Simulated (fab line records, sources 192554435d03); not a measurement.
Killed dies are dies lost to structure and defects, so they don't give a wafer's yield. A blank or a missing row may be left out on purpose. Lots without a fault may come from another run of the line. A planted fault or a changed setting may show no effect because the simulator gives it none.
Split-lot experiment | flow n5_finfet | 7 lots, 39 wafers read, on a route of 1938 steps

THE SPLIT
At N5_BEOL_M9_ALD_74 (deposits TaN, target thk 2 nm, pulse time 2 s, purge time 3 s), the setting ald_cycles was moved away from the recipe's 40 on 15 of the 39 wafers read, by -57.5% to +50.0%. The other wafers ran this setting at the recipe's value.

The reading is taken at the split's own step.

THE READING
TaN_of_BEOL_M9_ALD_74.thk_nm (the simulator's own value, which no gauge read), in nm, at N5_BEOL_M9_ALD_74 (deposits TaN, target thk 2 nm, pulse time 2 s, purge time 3 s). The file gives no usual value for it.

wafer  | tool, chamber at the split | ald_cycles as run | against the recipe | TaN_of_BEOL_M9_ALD_74.thk_nm, nm | against lot-mates on the recipe
L078.1 | ald_metal-02, 1,3,0        | 40                | recipe             | 2                                | -
L078.2 | ald_metal-02, 1,3,0        | 40                | recipe             | 2                                | -
L078.3 | ald_metal-02, 1,3,0        | 40                | recipe             | 2                                | -
L078.4 | ald_metal-02, 2,2,1        | 60                | +50.0%             | 3                                | +1.0
L078.5 | ald_metal-02, 2,2,1        | 60                | +50.0%             | 3                                | +1.0
L078.6 | ald_metal-02, 2,2,1        | 60                | +50.0%             | 3                                | +1.0
L085.1 | ald_metal-02, 1,0,2,3,3,0  | 40                | recipe             | 2                                | -
L085.2 | ald_metal-02, 1,0,2,3,3,0  | 40                | recipe             | 2                                | -
L085.3 | ald_metal-02, 1,0,2,3,3,0  | 40                | recipe             | 2                                | -
L085.4 | ald_metal-02, 1,0,2,3,3,0  | 40                | recipe             | 2                                | -
L085.5 | ald_metal-02, 1,0,2,3,3,0  | 40                | recipe             | 2                                | -
L085.6 | ald_metal-02, 1,0,2,3,3,0  | 40                | recipe             | 2                                | -
L086.1 | ald_metal-02, 3,0,2        | 59                | +47.5%             | 3                                | +1.0
L086.4 | ald_metal-02, 3,0,2        | 59                | +47.5%             | 3                                | +1.0
L086.6 | ald_metal-02, 3,0,2        | 59                | +47.5%             | 3                                | +1.0
L086.2 | ald_metal-02, 2,1,3        | 40                | recipe             | 2                                | -
L086.3 | ald_metal-02, 2,1,3        | 40                | recipe             | 2                                | -
L086.5 | ald_metal-02, 2,1,3        | 40                | recipe             | 2                                | -
L089.1 | ald_metal-02, 1,2,3        | 59                | +47.5%             | 3                                | +1.0
L089.3 | ald_metal-02, 1,2,3        | 59                | +47.5%             | 3                                | +1.0
L089.4 | ald_metal-02, 1,2,3        | 59                | +47.5%             | 3                                | +1.0
L089.2 | ald_metal-02, 0,2,3        | 40                | recipe             | 2                                | -
L089.5 | ald_metal-02, 0,2,3        | 40                | recipe             | 2                                | -
L089.6 | ald_metal-02, 0,2,3        | 40                | recipe             | 2                                | -
L090.1 | ald_metal-01, 2,0,2        | 17                | -57.5%             | 0.8                              | -1.2
L090.3 | ald_metal-01, 2,0,2        | 17                | -57.5%             | 0.8                              | -1.2
L090.6 | ald_metal-01, 2,0,2        | 17                | -57.5%             | 0.8                              | -1.2
L090.2 | ald_metal-01, 3,1,1        | 40                | recipe             | 2                                | -
L090.4 | ald_metal-01, 3,1,1        | 40                | recipe             | 2                                | -
L090.5 | ald_metal-01, 3,1,1        | 40                | recipe             | 2                                | -
L093.1 | ald_metal-02, 0,2,1        | 40                | recipe             | 2                                | -
L093.3 | ald_metal-02, 0,2,1        | 40                | recipe             | 2                                | -
L093.5 | ald_metal-02, 0,2,1        | 40                | recipe             | 2                                | -
L093.2 | ald_metal-02, 3,1,2        | 48                | +20.0%             | 2.4                              | +0.4
L093.4 | ald_metal-02, 3,1,2        | 48                | +20.0%             | 2.4                              | +0.4
L093.6 | ald_metal-02, 3,1,2        | 48                | +20.0%             | 2.4                              | +0.4
L096.2 | ald_metal-03, 0,2,3        | 40                | recipe             | 2                                | -
L096.4 | ald_metal-03, 0,2,3        | 40                | recipe             | 2                                | -
L096.5 | ald_metal-03, 0,2,3        | 40                | recipe             | 2                                | -
Where a row lists several chambers, the file gives one row for several wafers and doesn't say which wafer went through which chamber.

THE FIT
A straight line over all 39 wafers: TaN_of_BEOL_M9_ALD_74.thk_nm changes by +0.0207 nm for each +1% of ald_cycles; r = +1.00; the points scatter about the line by 0.013 nm.
The same after taking each lot's own level away (the mean of its wafers on the recipe; 39 wafers): +0.0207 nm for each +1%; r = +1.00; scatter 0.013 nm.
On that fit, the largest move of ald_cycles shifts the reading by 1.2 nm.
The lots' own levels span 2.00 to 2.00 nm.
So the lot-to-lot level changes the slope little: the two slopes agree.
Check: with one of the wafers moved furthest among these (-57.5%) left out of the fit, the line predicts -1.19 nm for it against its lot-mates. It came out at -1.2 nm against them.

OTHER SPLITS ON THESE WAFERS
These wafers also went through other splits before the reading. Each is held against what the fit with the lots' levels taken away leaves over:
other split on the same wafers    | wafers away from the commonest value | r with TaN_of_BEOL_M9_ALD_74.thk_nm (lot level and that fit taken away)
N5_BEOL_M3_ETCH_41 target_depth_a | 15                                   | +0.05
N5_BEOL_M7_TRENCH_ETCH_37 time_s  | 12                                   | -0.27

THE FILE'S OWN FIT
TaN_of_BEOL_M9_ALD_74.thk_nm changes by +0.0207 nm for each +1% of ald_cycles, r = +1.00.
